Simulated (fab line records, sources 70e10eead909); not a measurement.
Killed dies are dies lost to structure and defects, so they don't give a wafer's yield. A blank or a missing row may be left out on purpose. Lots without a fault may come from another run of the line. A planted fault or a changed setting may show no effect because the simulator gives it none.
Chamber matching | flow nand_harc | NHARC_A_CHANNEL_FILL_D1_ALD_14 on ald_hk-04: 4 sister chambers
The step deposits SiO2, target thk 2.5 nm, pulse time 10 s, ald cycles 25. 4 wafers are shown with their chamber, then 9 later ones without.

WAFERS WITH THEIR CHAMBER
wafer  | chamber | heater_power_w (W)
L087.3 | 2       | 417
L092.2 | 3       | 421
L092.5 | 1       | 482
L092.6 | 0       | 456

WAFERS WITHOUT THEIR CHAMBER
wafer  | heater_power_w (W)
L093.1 | 456
L093.2 | 476
L093.4 | 428
L094.2 | 452
L094.4 | 421
L094.5 | 419
L096.2 | 481
L096.3 | 451
L096.5 | 444

WHICH CHAMBER EACH WENT THROUGH
wafer  | from the rows above     | in truth
L093.1 | 0                       | 0
L093.2 | 1                       | 1
L093.4 | can't be placed: 3 or 2 | 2
L094.2 | 0                       | 0
L094.4 | can't be placed: 3 or 2 | 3
L094.5 | can't be placed: 2 or 3 | 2
L096.2 | 1                       | 1
L096.3 | 0                       | 0
L096.5 | can't be placed: 0 or 3 | 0
Placed correctly: 5 of 9. Can't be placed from these rows: 4 (the true chamber is among the candidates in 4). Placed wrongly: 0.
How it was worked out, from the rows above alone: a wafer's distance from a chamber is the root of the sum, over the readings, of the square of ((its reading less the chamber's mean) divided by the reading's scatter). The wafer belongs to the nearest chamber; if the next one is less than 2 further off, it can't be placed. A chamber's mean is the mean of its shown wafers. The scatter: with one shown wafer a chamber, the root of the mean of the squares of how far each hidden wafer lies from its nearest shown one.
